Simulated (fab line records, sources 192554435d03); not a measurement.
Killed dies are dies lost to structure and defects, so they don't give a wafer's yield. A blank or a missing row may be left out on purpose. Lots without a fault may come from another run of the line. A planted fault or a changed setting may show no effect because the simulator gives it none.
Problem report in the 8D (eight disciplines) form, filled by code | flow n5_finfet | the parts of the form that need people (team, actions taken, sign-off) are left out

1. THE PROBLEM
spin_speed_rpm at N5_MOL_CONTACT_COAG_COAT_63 reads a mean of 1577.3 rpm on 6 wafers of 2 lots; wafers without a fault read 1499.8 rpm with a standard deviation of 0.99. That is +78 standard deviations from the usual mean.
The step: time 60 s, resist thk 10 nm.
First seen on wafer L677.1, day 7 11:46, on litho_track-01. The record holds 12 wafers of 4 lots with a number at this step. Rule for "out", or "out of limits": more than 4 standard deviations from the usual mean. The other wafers with a number count as sound.

2. WHAT IT IS AND WHAT IT IS NOT
question                    | is                     | is not
which readings at this step | spin_speed_rpm         | dispense_pressure_kPa
which lots                  | L677, L679             | L673, L688
which wafers of those lots  | all that have a number | -
read on which tools         | litho_track-01         | litho_track-04
when                        | from day 7 11:46       | up to then (3 sound wafers); but 3 sound wafers of L688 came after

3. SUSPECTS, AND WHAT RULES EACH OUT
Counting: a tool at a process step up to the reading stays a suspect if it ran every lot that is out and no sound lot after the first of them.
- litho_track-01 at N5_MOL_CONTACT_COAG_COAT_63 (time 60 s, resist thk 10 nm): kept. It ran every lot that is out, first L677 (day 7 11:46), and no sound lot after that; its last sound lot up to then is L673 (day 6 09:40). Its own readings are out on those wafers: spin_speed_rpm.
Left after counting: litho_track-01 at N5_MOL_CONTACT_COAG_COAT_63.

4. THE CAUSE (what the simulator had put in)
Process parameter drift: litho_track-01, from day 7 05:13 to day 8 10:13, at N5_MOL_CONTACT_COAG_COAT_63. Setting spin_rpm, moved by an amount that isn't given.
Counting left only this tool.

5. THE CHAIN OF EFFECTS, in route order
Each row: a reading whose mean over the struck wafers that have a number lies more than 3 standard deviations from the usual. Only readings for which the record gives a usual standard deviation are gone through. hours: the time from each lot's start at the first step in this table that gives one to its start at this step, as a median over the lots. sigmas: the change in usual standard deviations.
hours | step                        | reading        | usual      | on struck wafers | change | sigmas
0     | N5_MOL_CONTACT_COAG_COAT_63 | spin_speed_rpm | 1499.8 rpm | 1577.3           | +77.5  | +78
The process steps in it:
- N5_MOL_CONTACT_COAG_COAT_63: time 60 s, resist thk 10 nm.
Later measuring or inspecting steps at which every struck wafer that the step has a row for has a number for every such reading, and none has moved that far: N5_BEOL_M4_RC_MEAS_101.

6. WHAT WOULD HAVE CAUGHT IT SOONER
In this record the first reading out of limits was taken at day 7 11:46, 7 hours after the fault began at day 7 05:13.
